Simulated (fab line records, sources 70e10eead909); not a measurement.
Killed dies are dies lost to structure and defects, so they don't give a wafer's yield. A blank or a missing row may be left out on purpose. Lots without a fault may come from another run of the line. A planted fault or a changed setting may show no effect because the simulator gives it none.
fab line records | flow nand_harc
record lots=24 wafers=72 last_day=24
route steps=1159 shown A_STAIRCASE@628
lots that met no fault: from a run of the same line without faults
start_h: hours from the record's first day to the start of the lot's first wafer shown | wait_h: hours since the lot's step before | " the same as in the row above | L1.1+2: a row that stands for several wafers | - no value, or no start given | * or withheld: withheld | < > ~ a bound
route shown NAME@n: a module of which the file shows steps, and the number in the route of the first | usual: mean/standard deviation of fault-free wafers | same: alike in all rows | chamber/n: place in a boat | sites: the reading at each site | _std_site: their standard deviation | _edge_site: outer sites' mean less inner sites' | radius_mm: how far each site lies from the wafer's centre | mask NAME#n: copy n | behind: the tool/chamber that last shaped the wafer | hold: why the lot was held/for how many hours/how that ended | device: the transistor (n, p or np) that didn't switch | end of line: the same wafers' tests at the end of the route | a step without rows: its recipe alone | killed: dies lost to structure and defects at the first sort, not the wafer's yield | map: a wafer's dies, x killed, . not, _ none there
set.NAME: the setting as run; set.NAME@STEP: as run at that earlier step | model.NAME: the simulator's own value behind a step, which no gauge read
steps of the route over a sample of lots; a table a step, a row a wafer
services: from which hour (start_h, from the record's first day; less than 0 if before it) a tool's chamber was out of use, for how many hours, and why
## steps
# step NHARC_A_STAIRCASE_ETCH_234
# recipe target_depth_a=1000 time_s=40.5 ion_energy_ev=400 c4f8_flow_sccm=20 o2_flow_sccm=10 ar_flow_sccm=withheld rf_w=600 bias_w=1000 chemistry=C4F8/O2
# usual bias_w=1000/3.1 oes_product_au=0.944/0.01 rf_vpp_V=900/4.4
# columns lot.wafer tool chamber start_h wait_h bias_w oes_product_au rf_hours_counter_h rf_vpp_V
L075.2 rie_diel-02 2 - - 998 0.944 37 904
L075.1 " 0 " " 999 0.932 37 893
L075.5 " 2 " " 999 0.961 - 905
L074.1 rie_diel-07 2 - - 996 0.931 10 901
L074.4 " 3 " " 999 0.927 9 897
L074.6 " 1 " " 1003 0.934 - 898
L078.3 rie_diel-07 0 - - 992 0.938 11 901
L078.2 " 1 " " 1001 0.950 11 897
L078.1 " 2 " " 1001 0.953 11 899
L076.1 rie_diel-06 2 - - 1003 0.937 4 906
L076.4 " 0 " " 1003 0.948 4 902
L076.6 " 1 " " 1002 0.940 - 896
L077.1 rie_diel-02 3 - - 1002 0.936 40 901
L077.2 " 1 " " 999 0.934 44 890
L077.6 " 3 " " 1000 0.941 - 900
L079.2 rie_diel-06 2 - - 1007 0.944 7 906
L079.4 " 0 " " 1001 0.949 7 904
L079.6 " 2 " " 1002 0.947 - 904
L080.4 rie_diel-06 2 - - 1010 0.943 12 904
L080.3 " 0 " " 1001 0.947 10 902
L080.5 " 3 " " 996 0.933 - 906
L081.1 rie_diel-07 2 - - 1001 0.935 17 900
L081.2 " 3 " " 1003 0.948 20 896
L081.6 " 0 " " 998 0.969 - 902
L082.1 rie_diel-06 0 - - 993 0.939 12 903
L082.6 " 0 " " 1003 0.950 - 903
L082.5 " 1 " " 998 0.943 - 898
L083.1 rie_diel-06 1 - - 998 0.965 18 896
L083.3 " 3 " " 996 0.929 16 906
L083.5 " 1 " " 993 0.973 - 897
L084.3 rie_diel-06 1 - - 999 0.938 19 897
L084.5 " 1 " " 1000 0.941 - 897
L084.6 " 2 " " 1002 0.940 - 904
L087.2 rie_diel-06 2 - - 1002 0.953 25 904
L087.1 " 3 " " 1000 0.938 25 906
L087.4 " 0 " " 997 0.937 21 901
L086.4 rie_diel-06 3 - - 1001 0.927 26 904
L086.1 " 0 " " 1000 0.930 21 901
L086.2 " 2 " " 1000 0.936 26 905
L085.3 rie_diel-06 2 - - 993 0.958 27 904
L085.1 " 3 " " 1003 0.945 27 904
L085.5 " 1 " " 993 0.947 - 896
L088.3 rie_diel-07 0 - - 1005 0.934 40 901
L088.1 " 2 " " 1004 0.934 40 899
L088.4 " 0 " " 1002 0.938 - 900
L089.3 rie_diel-02 1 - - 1000 0.941 1 889
L089.4 " 2 " " 998 0.957 1 905
L089.5 " 2 " " 998 0.958 - 903
L090.3 rie_diel-07 0 - - 1003 0.934 41 901
L090.1 " 1 " " 1002 0.941 38 896
L090.4 " 3 " " 997 0.940 45 895
L091.1 rie_diel-06 1 - - 999 0.945 34 896
L091.3 " 2 " " 1004 0.968 33 904
L091.2 " 3 " " 999 0.939 35 904
L092.4 rie_diel-06 1 - - 1001 0.961 37 898
L092.1 " 2 " " 1005 0.971 37 905
L092.5 " 1 " " 1004 0.950 - 896
L095.3 rie_diel-06 1 - - 1001 0.971 43 897
L095.2 " 2 " " 996 0.953 43 904
L095.1 " 3 " " 1001 0.947 44 904
L096.1 rie_diel-02 0 - - 1000 0.938 10 892
L096.3 " 2 " " 1004 0.942 10 904
L096.4 " 3 " " 1000 0.945 10 898
L093.2 rie_diel-06 1 - - 995 0.948 44 896
L093.4 " 2 " " 999 0.946 44 904
L093.6 " 1 " " 995 0.953 - 897
L094.4 rie_diel-07 1 - - 998 0.948 49 898
L094.3 " 3 " " 997 0.935 55 896
L094.6 " 2 " " 1001 0.942 - 898
L097.4 rie_diel-02 3 - - 998 0.940 17 898
L097.1 " 0 " " 1001 0.945 16 891
L097.5 " 2 " " 1001 0.940 - 906
# step NHARC_A_STAIRCASE_TRIM_235
# recipe time_s=211.2 o2_flow_sccm=500 ar_flow_sccm=0 bias_w=0 chemistry=O2
# usual drypump_motor_current_A=5.3/0.36 mfc_ar_sccm=0.013/0.012 oes_product_au=1.002/0.0073 rf_vpp_V=58.0/0.87 showerhead_plenum_p_Torr=3.63/0.12 throttle_valve_pct=17.036/0.0096
# same bias_w=0
# columns lot.wafer tool chamber start_h wait_h drypump_motor_current_A mfc_ar_sccm oes_product_au rf_hours_counter_h rf_vpp_V showerhead_plenum_p_Torr throttle_valve_pct
L075.2 rie_diel-02 3 - - 6.1 0 0.995 35 58.0 3.64 17.047
L075.1 " 1 " " 5.5 0.023 0.995 37 57.2 3.36 17.032
L075.5 " 0 " " 5.8 0 0.995 - 57.5 3.42 17.036
L074.1 rie_diel-07 3 - - 5.5 0 1.003 9 59.3 3.54 17.036
L074.4 " 2 " " 5.6 0.005 0.987 10 58.1 3.63 17.023
L074.6 " 0 " " 5.7 0.022 0.990 - 57.1 3.66 17.047
L078.2 rie_diel-07 2 - - 5.6 0.005 0.989 11 58.3 3.63 17.017
L078.3 " 3 " " 5.5 0 1.005 11 58.3 3.54 17.049
L078.1 " 0 " " 5.7 0.022 1.001 11 58.9 3.66 17.036
L076.1 rie_diel-06 2 - - 5.3 0 1.003 4 58.1 3.77 17.029
L076.4 " 3 " " 4.7 0.033 0.997 4 57.9 3.77 17.028
L076.6 " 1 " " 5.2 0.015 1.010 - 57.0 3.56 17.036
L077.1 rie_diel-02 3 - - 6.1 0 1.008 40 57.4 3.64 17.021
L077.2 " 0 " " 5.9 0 0.986 43 58.6 3.41 17.049
L077.6 " 3 " " 6.1 0 0.988 - 56.6 3.64 17.044
L079.2 rie_diel-06 1 - - 5.3 0.015 1.007 7 57.4 3.56 17.042
L079.4 " 2 " " 5.3 0 1.018 7 58.0 3.77 17.042
L079.6 " 1 " " 5.3 0.015 1.012 - 57.5 3.56 17.034
L080.4 rie_diel-06 1 - - 5.2 0.015 1.008 12 59.2 3.56 17.027
L080.3 " 0 " " 5.0 0.024 1.010 11 58.6 3.71 17.037
L080.5 " 2 " " 5.3 0 1.015 - 57.4 3.77 17.047
L081.1 rie_diel-07 2 - - 5.6 0.005 1.001 17 56.8 3.63 17.032
L081.2 " 3 " " 5.5 0 0.992 20 59.1 3.54 17.056
L081.6 " 2 " " 5.6 0.005 0.989 - 58.1 3.63 17.039
L082.1 rie_diel-06 2 - - 5.3 0 1.012 18 57.7 3.76 17.047
L082.5 " 2 " " 5.3 0 1.009 - 58.6 3.76 17.049
L082.6 " 3 " " 4.7 0.033 0.995 - 58.8 3.76 17.036
L083.3 rie_diel-06 2 - - 5.3 0 1.001 18 59.3 3.76 17.029
L083.1 " 0 " " 5.0 0.024 1.016 12 59.5 3.71 17.033
L083.5 " 1 " " 5.2 0.015 0.999 - 57.9 3.55 17.034
L084.3 rie_diel-06 0 - - 5.0 0.024 1.005 13 57.3 3.71 17.020
L084.5 " 3 " " 4.7 0.033 1.000 - 59.5 3.76 17.037
L084.6 " 0 " " 5.0 0.024 1.008 - 57.1 3.71 17.035
L087.4 rie_diel-06 0 - - 5.0 0.024 0.999 21 57.4 3.70 17.051
L087.2 " 1 " " 5.2 0.015 1.012 26 57.6 3.55 17.026
L087.1 " 2 " " 5.3 0 1.007 25 57.6 3.76 17.028
L086.2 rie_diel-06 3 - - 4.8 0.033 1.011 26 58.6 3.76 17.019
L086.4 " 0 " " 5.0 0.024 1.003 21 58.2 3.70 17.042
L086.1 " 2 " " 5.3 0 1.007 26 58.0 3.76 17.032
L085.3 rie_diel-06 1 - - 5.2 0.015 1.006 27 58.1 3.55 17.030
L085.1 " 2 " " 5.3 0 1.013 27 56.4 3.76 17.038
L085.5 " 2 " " 5.3 0 1.014 - 58.1 3.76 17.046
L088.1 rie_diel-07 1 - - 5.6 0.018 1.001 36 56.8 3.55 17.033
L088.3 " 2 " " 5.6 0.005 1.010 40 59.2 3.61 17.025
L088.4 " 3 " " 5.5 0 0.996 44 56.8 3.52 17.042
L089.3 rie_diel-02 2 - - 5.2 0 1.003 1 60.0 3.77 17.034
L089.4 " 3 " " 6.1 0 1.000 1 58.3 3.62 17.044
L089.5 " 2 " " 5.2 0 1.012 - 57.5 3.77 17.044
L090.4 rie_diel-07 2 - - 5.6 0.005 0.997 41 59.1 3.61 17.031
L090.3 " 3 " " 5.5 0 1.003 45 59.4 3.52 17.039
L090.1 " 1 " " 5.6 0.018 1.002 38 58.4 3.54 17.023
L091.1 rie_diel-06 2 - - 5.3 0 0.998 33 58.0 3.75 17.031
L091.3 " 3 " " 4.7 0.033 0.995 35 58.4 3.75 17.034
L091.2 " 1 " " 5.2 0.015 0.997 34 56.9 3.55 17.032
L092.4 rie_diel-06 2 - - 5.3 0 0.998 37 56.3 3.75 17.031
L092.1 " 3 " " 4.8 0.033 0.997 38 58.8 3.75 17.038
L092.5 " 2 " " 5.3 0 1.005 - 59.1 3.75 17.031
L095.2 rie_diel-06 0 - - 5.0 0.024 0.995 39 58.1 3.69 17.034
L095.1 " 2 " " 5.3 0 1.010 43 57.6 3.75 17.039
L095.3 " 3 " " 4.7 0.033 1.001 44 57.5 3.75 17.046
L096.1 rie_diel-02 0 - - 5.8 0 1.004 10 57.8 3.39 17.018
L096.4 " 1 " " 5.5 0.023 1.003 10 57.5 3.34 17.030
L096.3 " 3 " " 6.1 0 1.006 10 58.3 3.62 17.021
L093.2 rie_diel-06 1 - - 5.3 0.015 0.994 44 58.5 3.54 17.051
L093.4 " 2 " " 5.3 0 1.005 44 57.0 3.75 17.042
L093.6 " 1 " " 5.3 0.015 1.005 - 58.1 3.54 17.050
L094.3 rie_diel-07 0 - - 5.7 0.022 1.003 52 57.1 3.64 17.023
L094.4 " 1 " " 5.6 0.018 1.010 49 57.4 3.54 17.023
L094.6 " 3 " " 5.5 0 1.003 - 58.0 3.52 17.041
L097.1 rie_diel-02 0 - - 5.9 0 1.004 16 57.5 3.39 17.035
L097.4 " 1 " " 5.5 0.023 0.991 17 57.8 3.34 17.036
L097.5 " 2 " " 5.2 0 1.003 - 59.3 3.76 17.039
# step NHARC_A_STAIRCASE_STRIP_238
# recipe power_w=1500 temp_c=250 chemistry=O2
# usual drypump_motor_current_A=5.8/0.38 heater_power_w=308/30
# columns lot.wafer tool chamber start_h wait_h drypump_motor_current_A heater_power_w rf_hours_counter_h
L075.2 plasma_asher-02 1 249.51 0.1 6.1 344 21
L075.1 " 0 " " 5.8 286 21
L075.5 " 1 " " 6.1 344 -
L074.1 plasma_asher-02 1 256.84 0.1 6.1 348 23
L074.4 " 1 " " 6.1 348 -
L074.6 " 0 " " 5.8 277 -
L078.1 plasma_asher-01 1 261.01 0.1 5.2 303 55
L078.2 " 0 " " 6.3 275 55
L078.3 " 0 " " 6.3 273 -
L076.1 plasma_asher-01 0 262.16 0.1 6.3 275 55
L076.4 " 1 " " 5.1 298 -
L076.6 " 1 " " 5.1 287 -
L077.1 plasma_asher-01 0 264.73 0.1 6.3 276 57
L077.2 " 1 " " 5.2 293 57
L077.6 " 1 " " 5.2 295 -
L079.2 plasma_asher-02 1 271.52 0.2 6.1 334 29
L079.4 " 1 " " 6.1 350 -
L079.6 " 0 " " 5.8 280 -
L080.4 plasma_asher-02 1 283.83 0.2 6.1 338 -
L080.3 " 0 " " 5.7 283 -
L080.5 " 1 " " 6.1 352 -
L081.1 plasma_asher-01 1 285.19 0.1 5.1 306 0
L081.2 " 0 " " 6.3 283 0
L081.6 " 1 " " 5.2 307 -
L082.1 plasma_asher-02 0 297.34 0.3 5.8 281 37
L082.5 " 1 " " 6.1 349 -
L082.6 " 0 " " 5.8 280 -
L083.1 plasma_asher-02 1 297.57 0.1 6.1 355 37
L083.3 " 0 " " 5.8 288 -
L083.5 " 1 " " 6.1 352 -
L084.3 plasma_asher-02 1 305.66 0.2 6.1 344 -
L084.6 " 0 " " 5.8 274 -
L084.5 " 1 " " 6.1 346 -
L087.1 plasma_asher-01 1 323.24 0.1 5.1 307 11
L087.2 " 0 " " 6.3 279 11
L087.4 " 1 " " 5.1 303 -
L086.2 plasma_asher-01 1 324.25 0.1 5.1 307 12
L086.1 " 0 " " 6.2 274 12
L086.4 " 1 " " 5.1 301 -
L085.1 plasma_asher-02 1 326.19 0.1 6.1 350 45
L085.3 " 1 " " 6.1 347 -
L085.5 " 0 " " 5.8 278 -
L088.1 plasma_asher-01 0 338.07 0.1 6.3 285 16
L088.4 " 1 " " 5.2 297 -
L088.3 " 0 " " 6.3 284 -
L089.4 plasma_asher-02 0 339.97 0.2 5.8 284 -
L089.3 " 1 " " 6.1 347 -
L089.5 " 0 " " 5.8 279 -
L090.1 plasma_asher-02 0 341.89 0.1 5.8 284 51
L090.3 " 0 " " 5.7 282 -
L090.4 " 1 " " 6.1 350 -
L091.2 plasma_asher-02 0 342.46 0.1 5.8 282 51
L091.1 " 1 " " 6.1 354 51
L091.3 " 1 " " 6.1 351 -
L092.1 plasma_asher-01 0 355.23 0.1 6.3 291 23
L092.4 " 0 " " 6.3 283 -
L092.5 " 0 " " 6.2 273 -
L095.1 plasma_asher-02 0 369.13 0.1 5.8 299 0
L095.2 " 1 " " 6.1 353 0
L095.3 " 1 " " 6.1 351 -
L096.1 plasma_asher-02 1 370.98 0.2 6.1 366 1
L096.3 " 1 " " 6.1 364 -
L096.4 " 0 " " 5.8 297 -
L093.2 plasma_asher-02 0 371.31 0.2 5.8 301 1
L093.4 " 1 " " 6.1 359 -
L093.6 " 1 " " 6.1 362 -
L094.4 plasma_asher-02 0 374.20 0.2 5.8 297 -
L094.3 " 1 " " 6.1 362 -
L094.6 " 1 " " 6.1 359 -
L097.1 plasma_asher-01 0 385.59 0.1 6.3 279 38
L097.4 " 1 " " 5.1 302 -
L097.5 " 1 " " 5.1 305 -
# step NHARC_A_STAIRCASE_HM_OPEN_460
# recipe o2_flow_sccm=400 cos_flow_sccm=20 ar_flow_sccm=0 rf_w=500 bias_w=300 chemistry=O2/COS
# usual bias_w=300.0/0.8 cos_flow_sccm=20.00/0.067 drypump_motor_current_A=5.5/0.36 mfc_ar_sccm=0.010/0.012 oes_product_au=1.001/0.0078 rf_vpp_V=468.5/2.7 showerhead_plenum_p_Torr=3.19/0.12 throttle_valve_pct=28.330/0.0094
# columns lot.wafer tool chamber start_h wait_h bias_w cos_flow_sccm drypump_motor_current_A mfc_ar_sccm oes_product_au rf_hours_counter_h rf_vpp_V showerhead_plenum_p_Torr throttle_valve_pct
L075.1 rie_diel-02 3 - - 298.0 19.92 6.1 0 0.988 37 467.8 3.22 28.332
L075.2 " 0 " " 299.9 20.04 5.9 0 0.997 39 464.3 3.02 28.331
L075.5 " 2 " " 301.4 19.96 5.2 0 1.009 - 471.7 3.35 28.343
L074.1 rie_diel-07 1 - - 301.6 20.00 5.6 0.018 1.003 12 469.4 3.15 28.335
L074.4 " 3 " " 300.1 19.99 5.5 0 1.014 11 467.0 3.14 28.334
L074.6 " 1 " " 301.4 19.94 5.6 0.018 1.009 - 468.8 3.15 28.332
L078.3 rie_diel-07 2 - - 299.8 19.94 5.6 0.005 0.993 13 469.3 3.21 28.318
L078.1 " 3 " " 300.1 19.98 5.5 0 1.007 12 466.7 3.13 28.337
L078.2 " 0 " " 298.6 19.94 5.7 0.022 1.007 12 469.1 3.24 28.334
L076.4 rie_diel-02 2 - - 299.3 20.02 5.1 0 1.009 44 473.4 3.35 28.331
L076.1 " 1 " " 301.0 20.15 5.5 0.023 0.991 45 463.6 2.97 28.334
L076.6 " 3 " " 299.3 19.94 6.1 0 1.003 - 469.7 3.22 28.330
L077.2 rie_diel-02 3 - - 300.4 19.96 6.1 0 0.995 42 469.3 3.22 28.327
L077.1 " 0 " " 298.8 20.05 5.9 0 0.996 45 466.4 3.02 28.314
L077.6 " 3 " " 299.9 19.95 6.1 0 0.995 - 469.8 3.22 28.323
L079.4 rie_diel-02 3 - - 300.2 20.00 6.1 0 0.993 44 469.2 3.22 28.325
L079.2 " 0 " " 300.3 20.03 5.8 0 1.000 47 464.8 3.02 28.329
L079.6 " 3 " " 300.0 20.02 6.1 0 0.987 - 469.3 3.22 28.336
L080.3 rie_diel-06 3 - - 301.4 19.96 4.7 0.033 0.999 13 472.1 3.33 28.315
L080.5 " 3 " " 300.5 20.03 4.8 0.033 0.992 - 470.6 3.33 28.325
L080.4 " 1 " " 299.3 20.03 5.3 0.015 1.001 - 467.9 3.15 28.323
L081.2 rie_diel-02 0 - - 300.2 20.03 5.8 0 0.999 52 465.4 3.01 28.306
L081.1 " 1 " " 299.0 20.05 5.5 0.023 1.005 51 463.4 2.96 28.331
L081.6 " 3 " " 300.6 19.95 6.1 0 0.993 - 468.8 3.21 28.341
L082.1 rie_diel-07 0 - - 300.9 19.96 5.7 0.022 0.998 26 469.3 3.23 28.329
L082.5 " 2 " " 299.8 20.06 5.6 0.005 0.999 - 470.2 3.20 28.330
L082.6 " 3 " " 300.9 19.98 5.5 0 1.008 - 468.2 3.13 28.334
L083.3 rie_diel-02 0 - - 300.0 20.05 5.9 0 1.001 58 465.1 3.01 28.321
L083.1 " 1 " " 299.4 19.91 5.5 0.023 0.987 56 463.9 2.96 28.332
L083.5 " 1 " " 298.6 20.00 5.5 0.023 0.984 - 463.2 2.96 28.343
L084.3 rie_diel-07 3 - - 299.0 20.03 5.4 0 1.003 33 467.0 3.12 28.324
L084.5 " 0 " " 298.5 20.02 5.7 0.022 1.010 - 468.4 3.23 28.352
L084.6 " 1 " " 300.2 20.07 5.6 0.018 1.008 - 467.1 3.14 28.334
L087.1 rie_diel-06 1 - - 301.0 19.98 5.2 0.015 0.999 28 466.1 3.14 28.326
L087.4 " 3 " " 299.9 20.00 4.8 0.033 0.994 27 471.6 3.33 28.334
L087.2 " 0 " " 301.0 20.00 5.0 0.024 1.006 23 471.0 3.28 28.326
L086.2 rie_diel-06 1 - - 300.0 20.05 5.3 0.015 1.006 30 467.9 3.14 28.316
L086.4 " 2 " " 298.7 19.90 5.3 0 1.017 29 470.3 3.33 28.324
L086.1 " 3 " " 299.3 20.04 4.7 0.033 0.998 29 470.6 3.32 28.340
L085.1 rie_diel-06 0 - - 299.1 20.06 5.0 0.024 1.003 27 470.6 3.28 28.321
L085.3 " 1 " " 298.6 19.90 5.3 0.015 1.020 31 466.6 3.14 28.337
L085.5 " 3 " " 299.1 20.12 4.7 0.033 0.999 - 472.1 3.32 28.349
L088.4 rie_diel-06 3 - - 300.5 19.95 4.8 0.033 0.989 35 470.4 3.32 28.326
L088.1 " 0 " " 300.4 19.99 5.0 0.024 1.005 30 470.1 3.27 28.329
L088.3 " 1 " " 300.0 19.97 5.3 0.015 1.002 34 468.0 3.14 28.350
L089.4 rie_diel-07 3 - - 300.7 20.11 5.4 0 0.997 46 467.2 3.12 28.338
L089.3 " 1 " " 299.3 19.94 5.6 0.018 0.988 38 467.6 3.14 28.333
L089.5 " 3 " " 300.5 20.03 5.4 0 0.992 - 467.7 3.12 28.333
L090.4 rie_diel-02 1 - - 300.0 19.97 5.5 0.023 0.996 3 463.0 2.96 28.322
L090.1 " 2 " " 299.7 20.05 5.2 0 1.000 3 471.9 3.34 28.336
L090.3 " 3 " " 301.3 20.00 6.1 0 1.000 3 468.1 3.20 28.333
L091.1 rie_diel-06 1 - - 300.1 19.94 5.2 0.015 1.006 36 467.6 3.14 28.335
L091.2 " 2 " " 300.7 20.15 5.3 0 1.004 35 471.3 3.32 28.335
L091.3 " 3 " " 299.3 20.05 4.8 0.033 0.995 36 469.8 3.32 28.334
L092.4 rie_diel-02 2 - - 299.5 20.19 5.2 0 1.004 6 472.1 3.34 28.333
L092.1 " 3 " " 300.7 19.97 6.1 0 1.005 7 469.2 3.20 28.330
L092.5 " 3 " " 298.9 19.97 6.1 0 1.008 - 469.1 3.20 28.337
L095.3 rie_diel-02 1 - - 298.8 20.02 5.5 0.023 1.004 13 463.4 2.95 28.331
L095.1 " 2 " " 300.8 20.05 5.2 0 1.007 14 470.5 3.33 28.333
L095.2 " 3 " " 299.6 19.99 6.1 0 1.001 13 469.5 3.20 28.321
L096.4 rie_diel-07 0 - - 301.4 19.97 5.7 0.022 0.999 53 468.9 3.22 28.337
L096.3 " 2 " " 301.1 19.92 5.6 0.005 0.997 53 469.0 3.19 28.340
L096.1 " 3 " " 300.8 19.92 5.5 0 1.005 56 467.5 3.11 28.318
L093.2 rie_diel-06 1 - - 299.5 20.01 5.2 0.015 1.010 47 466.3 3.13 28.321
L093.4 " 3 " " 301.1 19.99 4.7 0.033 1.002 48 469.8 3.31 28.337
L093.6 " 1 " " 300.6 20.01 5.2 0.015 0.999 - 467.8 3.13 28.331
L094.3 rie_diel-07 3 - - 300.7 20.03 5.4 0 1.001 58 466.8 3.11 28.334
L094.4 " 3 " " 299.4 20.18 5.4 0 1.000 - 466.1 3.11 28.327
L094.6 " 2 " " 301.2 19.87 5.6 0.005 1.004 - 467.3 3.19 28.329
L097.4 rie_diel-02 3 - - 301.3 19.95 6.1 0 0.997 19 468.9 3.20 28.318
L097.1 " 0 " " 300.7 19.92 5.9 0 1.011 18 464.1 3.00 28.338
L097.5 " 1 " " 298.5 19.96 5.5 0.023 1.004 - 463.4 2.95 28.332
# step NHARC_A_STAIRCASE_ALD_420
# recipe target_thk_a=200 pulse_time_s=6 ald_cycles=200 temp_c=300 material=SiO2
# usual heater_power_w=457/45 precursor_pulse_height_rel=1.000/0.02
# columns lot.wafer tool chamber start_h wait_h heater_power_w precursor_pulse_height_rel
L075.1 ald_hk-03 0 269.69 - 392 1.008
L075.2 " 2 " " 448 1.016
L075.5 " 3 " " 496 0.980
L074.4 ald_hk-01 2 276.86 - 437 1.033
L074.1 " 3 " " 496 0.986
L074.6 " 0 " " 461 1.014
L076.1 ald_hk-04 0 280.34 - 487 0.995
L076.4 " 3 " " 413 0.998
L076.6 " 0 " " 490 0.998
L078.2 ald_hk-04 0 281.45 - 495 0.988
L078.3 " 1 " " 419 1.026
L078.1 " 2 " " 502 1.003
L077.2 ald_hk-04 3 283.18 - 414 1.018
L077.1 " 1 " " 438 0.983
L077.6 " 3 " " 419 0.995
L079.4 ald_hk-03 3 291.30 - 503 1.009
L079.2 " 0 " " 388 0.997
L079.6 " 3 " " 512 1.008
L080.3 ald_hk-03 0 303.81 - 382 0.974
L080.4 " 1 " " 429 1.023
L080.5 " 3 " " 506 1.013
L081.1 ald_hk-04 1 307.44 - 409 1.028
L081.2 " 3 " " 417 0.992
L081.6 " 1 " " 426 1.009
L083.3 ald_hk-04 2 323.07 - 503 0.986
L083.1 " 1 " " 422 1.005
L083.5 " 2 " " 494 1.022
L082.1 ald_hk-03 1 323.10 0.1 425 1.016
L082.6 " 1 " " 416 0.971
L082.5 " 2 " " 428 1.007
L084.3 ald_hk-01 0 328.38 - 451 1.007
L084.6 " 0 " " 455 1.010
L084.5 " 1 " " 536 1.019
L087.4 ald_hk-01 1 344.58 - 537 1.026
L087.1 " 2 " " 431 1.005
L087.2 " 3 " " 502 0.981
L086.4 ald_hk-04 3 344.73 - 423 1.026
L086.1 " 0 " " 466 0.976
L086.2 " 1 " " 435 1.002
L085.1 ald_hk-03 1 349.90 - 435 1.024
L085.3 " 2 " " 421 1.018
L085.5 " 0 " " 396 0.994
L088.4 ald_hk-01 1 356.57 - 540 0.996
L088.3 " 3 " " 502 1.002
L088.1 " 0 " " 453 0.991
L089.4 ald_hk-03 0 364.22 - 398 1.060
L089.3 " 2 " " 424 0.994
L089.5 " 0 " " 396 1.028
L091.1 ald_hk-04 3 364.26 - 432 1.012
L091.2 " 0 " " 478 0.994
L091.3 " 1 " " 414 1.021
L090.3 ald_hk-03 3 365.17 1.0 500 1.037
L090.1 " 0 " " 391 1.011
L090.4 " 1 " " 423 0.951
L092.4 ald_hk-03 3 374.20 - 481 1.007
L092.1 " 1 " " 429 1.022
L092.5 " 0 " " 389 0.984
L096.4 ald_hk-01 3 393.69 - 510 0.983
L096.1 " 0 " " 450 1.000
L096.3 " 1 " " 546 0.981
L095.2 ald_hk-04 3 393.69 - 384 0.999
L095.1 " 1 " " 420 0.994
L095.3 " 2 " " 531 1.026
L094.4 ald_hk-03 0 394.31 - 400 1.004
L094.3 " 2 " " 408 1.021
L094.6 " 0 " " 389 0.987
L093.2 ald_hk-01 2 394.79 - 435 0.986
L093.4 " 3 " " 515 1.029
L093.6 " 2 " " 441 0.995
L097.4 ald_hk-01 0 404.93 - 456 1.023
L097.1 " 1 " " 531 0.934
L097.5 " 3 " " 510 0.985
# step NHARC_A_STAIRCASE_DEP_151
# recipe target_thk_a=38000 temp_c=400 target_thk_nm=3800 teos_flow_sccm=200 rf_w=500 material=SiO2
# usual heater_power_w=700/75
# columns lot.wafer tool chamber start_h wait_h heater_power_w
L075.1 pecvd-01 2 277.81 0.4 853
L075.2 " 0 " " 833
L075.5 " 1 " " 672
L074.1 pecvd-04 0 286.56 0.5 706
L074.4 " 0 " " 609
L074.6 " 0 " " 598
L076.1 pecvd-04 2 291.17 0.4 653
L076.4 " 2 " " 642
L076.6 " 1 " " 642
L078.2 pecvd-01 1 291.17 0.4 699
L078.3 " 2 " " 797
L078.1 " 0 " " 803
L077.2 pecvd-03 2 291.26 0.5 701
L077.1 " 0 " " 718
L077.6 " 2 " " 677
L079.2 pecvd-01 1 299.36 0.4 792
L079.4 " 1 " " 658
L079.6 " 0 " " 701
L080.3 pecvd-04 0 311.75 0.4 746
L080.4 " 0 " " 617
L080.5 " 1 " " 620
L081.1 pecvd-03 1 315.56 0.4 706
L081.2 " 2 " " 769
L081.6 " 2 " " 725
L083.3 pecvd-04 1 331.52 0.4 749
L083.1 " 0 " " 752
L083.5 " 2 " " 666
L082.1 pecvd-03 2 331.71 0.6 829
L082.5 " 1 " " 571
L082.6 " 2 " " 712
L084.3 pecvd-04 0 338.18 0.4 711
L084.6 " 1 " " 620
L084.5 " 2 " " 672
L086.2 pecvd-03 0 352.82 0.4 754
L086.1 " 1 " " 609
L086.4 " 1 " " 560
L087.1 pecvd-01 1 352.82 0.4 691
L087.2 " 2 " " 859
L087.4 " 0 " " 711
L085.3 pecvd-03 0 357.91 0.4 706
L085.1 " 2 " " 859
L085.5 " 0 " " 630
L088.3 pecvd-04 1 364.80 0.4 746
L088.1 " 0 " " 644
L088.4 " 2 " " 659
L091.2 pecvd-04 1 372.48 0.4 753
L091.3 " 2 " " 749
L091.1 " 0 " " 730
L090.3 pecvd-01 0 372.49 0.4 857
L090.1 " 2 " " 853
L090.4 " 0 " " 694
L089.3 pecvd-03 1 372.57 0.5 641
L089.5 " 0 " " 613
L089.4 " 2 " " 698
L092.1 pecvd-01 0 382.58 0.5 838
L092.4 " 1 " " 658
L092.5 " 0 " " 713
L095.1 pecvd-01 0 401.97 0.4 855
L095.2 " 1 " " 709
L095.3 " 2 " " 818
L094.3 pecvd-03 1 402.27 0.7 633
L094.6 " 0 " " 610
L094.4 " 1 " " 555
L093.2 pecvd-04 2 402.35 0.8 724
L093.4 " 1 " " 634
L093.6 " 2 " " 674
L096.3 pecvd-01 1 402.55 1.0 815
L096.1 " 2 " " 854
L096.4 " 0 " " 713
L097.1 pecvd-01 2 413.15 0.5 833
L097.4 " 1 " " 657
L097.5 " 0 " " 707
## services
# columns tool chamber start_h hours kind
rie_diel-07 - 228.36 9.0 pm
ald_hk-01 - 231.67 10.0 pm
rie_diel-02 3 235.05 5.9 repair
pecvd-01 - 237.00 13.0 pm
rie_diel-06 - 241.85 9.0 pm
rie_diel-06 0 241.85 9.0 vent_cycle
rie_diel-06 1 241.85 9.0 vent_cycle
rie_diel-06 2 241.85 9.0 vent_cycle
rie_diel-02 - 258.59 0.4 repair
rie_diel-07 0 271.98 11.8 repair
plasma_asher-01 - 276.02 9.0 pm
rie_diel-06 0 284.88 9.7 repair
pecvd-04 2 285.97 3.9 repair
pecvd-03 - 292.50 13.0 pm
rie_diel-06 - 300.37 1.9 repair
ald_hk-03 - 327.15 10.0 pm
rie_diel-02 - 327.83 9.0 pm
plasma_asher-02 - 360.13 9.0 pm
pecvd-04 - 376.22 13.0 pm
rie_diel-07 0 379.37 1.6 repair
pecvd-01 2 380.81 4.5 repair
rie_diel-06 - 384.50 1.8 repair
rie_diel-07 - 405.36 9.0 pm
ald_hk-01 - 409.67 10.0 pm
## key
fault none
